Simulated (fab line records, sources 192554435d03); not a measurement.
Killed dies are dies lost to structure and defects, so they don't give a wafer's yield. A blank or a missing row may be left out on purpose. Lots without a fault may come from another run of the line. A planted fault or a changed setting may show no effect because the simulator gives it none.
fab line records | flow n5_finfet
record lots=10 wafers=30 last_day=19
route steps=1938 shown BEOL_M15@1809 MIM_TOP_ETCH@1852 PASSIVATION@1910
lots that met no fault: from a run of the same line without faults
start_h: hours from the record's first day to the start of the lot's first wafer shown | wait_h: hours since the lot's step before | " the same as in the row above | L1.1+2: a row that stands for several wafers | - no value, or no start given | * or withheld: withheld | < > ~ a bound
route shown NAME@n: a module of which the file shows steps, and the number in the route of the first | usual: mean/standard deviation of fault-free wafers | same: alike in all rows | chamber/n: place in a boat | sites: the reading at each site | _std_site: their standard deviation | _edge_site: outer sites' mean less inner sites' | radius_mm: how far each site lies from the wafer's centre | mask NAME#n: copy n | behind: the tool/chamber that last shaped the wafer | hold: why the lot was held/for how many hours/how that ended | device: the transistor (n, p or np) that didn't switch | end of line: the same wafers' tests at the end of the route | a step without rows: its recipe alone | killed: dies lost to structure and defects at the first sort, not the wafer's yield | map: a wafer's dies, x killed, . not, _ none there
set.NAME: the setting as run; set.NAME@STEP: as run at that earlier step | model.NAME: the simulator's own value behind a step, which no gauge read
steps of the route over a sample of lots; a table a step, a row a wafer
services: from which hour (start_h, from the record's first day; less than 0 if before it) a tool's chamber was out of use, for how many hours, and why
## steps
# step N5_BEOL_M15_TRENCH_ETCH_34
# recipe chemistry=C4F8/O2/Ar target=SiO2 target_depth_a=8729.3 he_inner_torr=15 he_outer_torr=30 time_s=199 ion_energy_ev=800 pressure_mtorr=20 source_w=1905 bias_w=2040 Ar_flow_sccm=400 C4F8_flow_sccm=16 O2_flow_sccm=12
# usual drypump_motor_current_A=5.8/0.57 he_outer_torr=30.00/0.062 oes_product_au=0.79/0.074 rf_vpp_V=2228/20 showerhead_plenum_p_Torr=3.44/0.097 throttle_valve_pct=31.01/0.23
# columns lot.wafer tool chamber start_h wait_h drypump_motor_current_A he_outer_torr oes_product_au rf_hours_counter_h rf_vpp_V showerhead_plenum_p_Torr throttle_valve_pct
L304.2 rie_diel-01 2 321.86 0.0 6.4 30.05 0.85 60 2248 3.61 31.21
L304.4 " 3 " " 6.0 30.00 0.87 49 2202 3.35 31.05
L304.6 " 2 " " 6.4 30.07 0.84 - 2247 3.61 31.20
L306.1 rie_diel-06 2 335.35 0.0 6.4 29.93 0.72 195 2197 3.30 31.11
L306.2 " 3 " " 5.2 29.91 0.78 100 2230 3.45 31.21
L306.5 " 0 " " 6.4 29.97 0.92 - 2236 3.52 31.15
L307.1 rie_diel-03 2 345.85 0.0 5.0 30.02 0.72 190 2257 3.56 31.03
L307.3 " 1 " " 6.2 30.05 0.70 195 2193 3.28 30.47
L307.4 " 0 " " 5.6 29.95 0.69 240 2216 3.39 31.18
L309.1 rie_diel-06 3 351.76 0.0 5.2 30.04 0.77 106 2229 3.45 31.22
L309.2 " 0 " " 6.5 30.05 0.90 16 2237 3.52 31.14
L309.5 " 0 " " 6.5 29.98 0.90 - 2238 3.52 31.15
L313.3 rie_diel-06 0 375.36 0.0 6.5 29.98 0.90 24 2235 3.51 31.15
L313.5 " 3 " " 5.2 29.98 0.76 - 2229 3.44 31.25
L313.6 " 0 " " 6.5 30.09 0.90 - 2237 3.51 31.16
L321.2 rie_diel-06 0 385.27 0.0 6.4 30.08 0.88 27 2237 3.51 31.17
L321.3 " 1 " " 5.2 30.00 0.88 43 2242 3.48 30.71
L321.4 " 3 " " 5.2 30.00 0.76 117 2231 3.44 31.23
L314.3 rie_diel-03 2 385.70 0.0 5.0 30.06 0.72 202 2257 3.56 31.05
L314.4 " 2 " " 5.0 30.04 0.72 - 2257 3.56 31.08
L314.6 " 1 " " 6.1 29.94 0.71 - 2192 3.27 30.51
L326.1 rie_diel-06 2 438.14 0.0 6.4 29.93 0.71 227 2197 3.28 31.16
L326.2 " 0 " " 6.4 30.06 0.86 43 2237 3.50 31.18
L326.6 " 1 " " 5.2 30.00 0.85 - 2243 3.47 30.73
L325.1 rie_diel-03 3 442.22 0.0 5.4 29.99 0.79 115 2237 3.44 30.99
L325.3 " 2 " " 5.0 30.07 0.69 221 2256 3.55 31.06
L325.6 " 0 " " 5.6 30.04 0.92 - 2218 3.38 30.94
L308.1 rie_diel-03 0 443.29 0.0 5.6 29.93 0.92 12 2216 3.38 30.94
L308.2 " 3 " " 5.4 30.10 0.80 116 2239 3.44 30.98
L308.6 " 2 " " 5.0 29.94 0.70 - 2255 3.55 31.06
# step N5_BEOL_M15_DEGAS_41
# recipe ambient=vacuum temp_c=300 time_s=60
# usual heater_power_w=467/39
# columns lot.wafer tool chamber start_h wait_h heater_power_w
L304.2 pvd_sputter-01 - 323.35 0.1 415
L304.4 " - " " 531
L304.6 " - " " 515
L306.1 pvd_sputter-02 - 339.78 3.1 463
L306.2 " - " " 414
L306.5 " - " " 483
L307.1 pvd_sputter-03 - 347.39 0.4 417
L307.3 " - " " 506
L307.4 " - " " 420
L309.1 pvd_sputter-02 - 354.77 0.3 483
L309.2 " - " " 477
L309.5 " - " " 428
L313.3 pvd_sputter-02 - 383.48 2.7 441
L313.5 " - " " 461
L313.6 " - " " 473
L314.3 pvd_sputter-02 - 388.15 1.9 456
L314.4 " - " " 471
L314.6 " - " " 468
L321.2 pvd_sputter-02 - 388.99 0.3 427
L321.3 " - " " 473
L321.4 " - " " 490
L326.1 pvd_sputter-02 - 439.38 0.1 471
L326.2 " - " " 453
L326.6 " - " " 485
L325.1 pvd_sputter-03 - 444.37 0.4 410
L325.3 " - " " 404
L325.6 " - " " 413
L308.1 pvd_sputter-03 - 444.89 0.2 510
L308.2 " - " " 490
L308.6 " - " " 416
# step N5_MIM_TOP_ETCH_STRIP_01
# recipe chemistry=O2 power_w=600 temp_c=60 pressure_mtorr=30 rf_frequency_hz=6e+07 bias_power_w=0 overash_fraction=0.5 o2_flow_sccm=225
# usual drypump_motor_current_A=5.9/0.55 oes_product_au=0.78/0.071 rf_vpp_V=3.7/1.3 showerhead_plenum_p_Torr=2.09/0.068 throttle_valve_pct=16.81/0.18
# same overash_fraction=0.5
# columns lot.wafer tool chamber start_h wait_h drypump_motor_current_A oes_product_au rf_hours_counter_h rf_vpp_V showerhead_plenum_p_Torr throttle_valve_pct
L304.2 rie_diel-03 3 330.79 0.2 5.3 0.85 80 5.0 2.12 16.72
L304.4 " 0 " " 5.6 0.68 235 4.7 2.07 17.02
L304.6 " 1 " " 6.1 0.73 - 2.2 2.00 16.45
L306.1 rie_diel-01 3 348.04 0.1 6.0 0.86 56 4.5 2.04 16.78
L306.2 " 1 " " 6.3 0.72 195 3.9 2.09 16.83
L306.5 " 2 " " 6.4 0.84 - 2.9 2.20 16.84
L307.1 rie_diel-06 1 352.22 0.1 5.2 0.89 34 3.0 2.14 16.50
L307.3 " 2 " " 6.4 0.73 201 2.5 1.99 16.81
L307.4 " 0 " " 6.4 0.89 16 2.6 2.15 16.72
L309.1 rie_diel-01 1 361.29 0.1 6.3 0.72 199 3.4 2.09 16.86
L309.2 " 2 " " 6.4 0.83 71 4.4 2.20 16.84
L309.5 " 2 " " 6.4 0.83 - 4.4 2.20 16.85
L313.3 rie_diel-03 3 389.26 0.1 5.4 0.82 98 4.4 2.12 16.78
L313.5 " 2 " " 5.0 0.69 - 3.4 2.16 16.76
L313.6 " 3 " " 5.3 0.83 - 1.2 2.12 16.77
L314.3 rie_diel-03 2 397.42 0.1 5.0 0.72 207 3.5 2.16 16.84
L314.4 " 1 " " 6.1 0.70 - 5.9 1.99 16.41
L314.6 " 3 " " 5.3 0.81 - 2.5 2.12 16.76
L321.2 rie_diel-01 3 397.65 0.1 6.0 0.86 71 3.3 2.04 16.79
L321.3 " 1 " " 6.3 0.73 209 2.5 2.09 16.83
L321.4 " 0 " " 6.6 0.73 158 3.7 2.01 17.13
L326.1 rie_diel-01 3 444.59 0.1 5.9 0.83 85 6.6 2.03 16.83
L326.2 " 1 " " 6.3 0.71 223 4.9 2.08 16.88
L326.6 " 1 " " 6.3 0.70 - 3.2 2.08 16.87
L325.1 rie_diel-03 2 452.52 0.2 5.0 0.70 223 2.8 2.15 16.85
L325.3 " 0 " " 5.5 0.94 15 1.6 2.06 16.65
L325.6 " 3 " " 5.4 0.79 - 7.0 2.11 16.84
L308.1 rie_diel-03 3 452.56 0.2 5.4 0.79 118 4.3 2.11 16.83
L308.2 " 1 " " 6.1 0.68 226 2.8 1.99 16.49
L308.6 " 1 " " 6.1 0.67 - 4.7 1.99 16.50
# step N5_PASSIVATION_ETCH_59
# recipe chemistry=Cl2/BCl3 target=TaN target_depth_a=650 time_s=34.9 ion_energy_ev=100 pressure_mtorr=10 icp_w=900 bias_w=100 Cl2_flow_sccm=60 bcl3_flow_sccm=30
# usual drypump_motor_current_A=6.1/0.4 oes_product_au=0.80/0.045 throttle_valve_pct=21.09/0.067
# columns lot.wafer tool chamber start_h wait_h drypump_motor_current_A oes_product_au rf_hours_counter_h throttle_valve_pct
L304.2 rie_metal-02 0 337.26 0.3 6.4 0.86 16 20.99
L304.4 " 1 " " 5.5 0.85 - 21.05
L304.6 " 0 " " 6.4 0.87 - 20.98
L306.1 rie_metal-03 1 352.39 0.3 6.5 0.88 15 21.15
L306.2 " 0 " " 5.6 0.78 41 21.04
L306.5 " 1 " " 6.5 0.87 - 21.15
L307.1 rie_metal-02 1 359.37 0.3 5.6 0.84 21 21.06
L307.3 " 1 " " 5.5 0.85 - 21.04
L307.4 " 0 " " 6.5 0.84 - 21.01
L309.1 rie_metal-01 0 371.58 0.3 6.1 0.76 47 21.04
L309.2 " 1 " " 6.5 0.76 59 21.17
L309.5 " 1 " " 6.5 0.76 - 21.19
L313.3 rie_metal-02 1 393.72 0.2 5.5 0.82 - 21.10
L313.5 " 1 " " 5.5 0.83 - 21.06
L313.6 " 0 " " 6.4 0.83 - 21.00
L314.3 rie_metal-02 0 402.43 0.2 6.4 0.82 - 21.02
L314.4 " 1 " " 5.5 0.82 - 21.06
L314.6 " 0 " " 6.4 0.83 - 21.03
L321.2 rie_metal-01 1 403.19 0.3 6.5 0.76 63 21.18
L321.3 " 1 " " 6.5 0.75 - 21.19
L321.4 " 0 " " 6.1 0.74 - 21.07
L326.1 rie_metal-03 0 449.96 0.3 5.7 0.76 48 21.06
L326.2 " 1 " " 6.5 0.84 22 21.17
L326.6 " 1 " " 6.5 0.84 - 21.15
L325.1 rie_metal-01 1 458.68 0.3 6.5 0.75 68 21.19
L325.3 " 1 " " 6.5 0.75 - 21.19
L325.6 " 0 " " 6.1 0.74 - 21.06
L308.1 rie_metal-03 0 461.82 0.3 5.7 0.75 49 21.08
L308.2 " 1 " " 6.5 0.82 23 21.19
L308.6 " 0 " " 5.7 0.75 - 21.07
# step N5_PASSIVATION_PROBE_49
# usual defect_limited_yield=90.8/1.7 killed_at_M0_to_M3=37/12 killed_at_M4_up=15/5.6 killed_at_contacts=13/6.9 killed_at_front_end=40/11 killed_at_other=4/3.2 killed_dies=109/20 killed_open=73/15 killed_short=35/8.3 sort_bin_5_function=5.4/1.1 sort_bin_6_memory=3.5/0.73 sort_n_pass=1071/20 sort_yield_pct=90.8/1.7
# same gross_dies=1180 killed_at_back_side=0 sort_bin_4_leakage[%]=0 sort_bin_8_speed[%]=0
# columns lot.wafer tool chamber start_h wait_h defect_limited_yield[%] killed_at_M0_to_M3 killed_at_M4_up killed_at_contacts killed_at_front_end killed_at_other killed_dies killed_open killed_short sort_bin_5_function[%] sort_bin_6_memory[%] sort_n_pass sort_yield_pct[%]
L313.3 prober-01 - 398.08 0.1 78.1 66 7 14 19 153 259 73 34 12.3 4.6 921 78.1
L313.5 prober-01 - 398.18 0.2 76.0 69 14 9 39 152 283 90 40 14.9 5.0 897 76.0
L313.6 prober-01 - 398.23 0.3 81.4 67 4 9 49 91 220 94 43 10.6 5.2 960 81.4
L314.3 prober-02 - 407.03 0.4 86.2 24 14 15 36 74 163 56 33 8.1 3.1 1017 86.2
L314.4 prober-02 - 407.08 0.4 79.5 35 12 8 38 149 242 63 31 12.1 4.5 938 79.5
L314.6 prober-02 - 407.18 0.5 82.5 39 8 12 62 85 206 81 47 10.7 4.4 974 82.5
# killed by level:class
L313.3 PASSIVATION:unspecified=151 BEOL_M2:geometric_particle:open=17 BEOL_M3:geometric_particle:open=16 MOL_CONTACT_COAG:geometric_particle:open=11 BEOL_M0_SAQP:geometric_particle:short=11 BEOL_M0_SAQP:geometric_particle:open=9 DUMMY_GATE:geometric_particle:open=4 BEOL_M3:geometric_particle:short=4
L313.5 PASSIVATION:unspecified=152 BEOL_M3:geometric_particle:open=19 BEOL_M2:geometric_particle:open=17 MOL_CONTACT_COAG:geometric_particle:open=9 BEOL_M0_SAQP:geometric_particle:open=9 BEOL_M0_SAQP:geometric_particle:short=9 STI_FIN_REVEAL:geometric_particle:open=8 BEOL_M4:geometric_particle:open=8
L313.6 PASSIVATION:unspecified=83 BEOL_M2:geometric_particle:open=21 FIN_SAQP:geometric_particle:open=12 STI_FIN_REVEAL:geometric_particle:open=12 BEOL_M0_SAQP:geometric_particle:open=12 BEOL_M0_SAQP:geometric_particle:short=9 BEOL_M2:geometric_particle:short=9 MOL_CONTACT_COAG:geometric_particle:open=8
L314.3 PASSIVATION:unspecified=73 BEOL_M3:geometric_particle:open=9 MOL_CONTACT_COAG:geometric_particle:short=8 FIN_SAQP:geometric_particle:open=7 MOL_CONTACT_COAG:geometric_particle:open=7 STARTING-WAFER:geometric_particle:short=6 STI_FIN_REVEAL:geometric_particle:open=5 DUMMY_GATE:geometric_particle:open=5
L314.4 PASSIVATION:unspecified=148 BEOL_M3:geometric_particle:open=14 FIN_SAQP:geometric_particle:short=9 FIN_SAQP:geometric_particle:open=7 MOL_CONTACT_COAG:geometric_particle:open=7 STI_FIN_REVEAL:geometric_particle:open=6 BEOL_M2:geometric_particle:open=5 BEOL_M0_SAQP:geometric_particle:open=5
L314.6 PASSIVATION:unspecified=78 STI_FIN_REVEAL:geometric_particle:open=22 FIN_SAQP:geometric_particle:short=13 BEOL_M0_SAQP:geometric_particle:short=11 FIN_SAQP:geometric_particle:open=9 BEOL_M0_SAQP:geometric_particle:open=9 MOL_CONTACT_COAG:geometric_particle:open=7 BEOL_M2:geometric_particle:open=6
## services
# columns tool chamber start_h hours kind
rie_metal-03 - 364.79 1.1 repair
rie_metal-03 - 379.61 10.0 pm
rie_diel-03 0 385.10 - clean
rie_diel-03 0 385.10 - consumable_replace:focus_ring
rie_diel-03 0 385.10 14.8 scheduled_down
rie_diel-03 0 385.10 14.8 vent_cycle
rie_diel-03 - 403.77 0.4 repair
pvd_sputter-03 - 415.65 1.7 repair
rie_diel-06 1 422.60 4.8 repair
rie_diel-06 3 441.09 5.5 repair
pvd_sputter-02 - 455.79 2.5 repair
## key
first_sign step=N5_PASSIVATION_PROBE_49 reading=killed_at_other direction=up sigmas=36 usual=4 struck=117
effect step=N5_PASSIVATION_PROBE_49 reading=killed_dies direction=up sigmas=6.1 usual=109 struck=229
more_kills_born_at N5_PASSIVATION_ETCH_59@rie_metal-02=685
met_at N5_PASSIVATION_ETCH_59
struck_lots L313,L314
not_acting_at N5_BEOL_M15_TRENCH_ETCH_34,N5_BEOL_M15_DEGAS_41,N5_MIM_TOP_ETCH_STRIP_01
onset_between 359.37 393.72
fault kind=chamber_particle_source tool=rie_metal-02 chamber=- onset_h=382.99 steps=N5_PASSIVATION_ETCH_59 rate_per_visit_cm2=1.9658 end_h=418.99
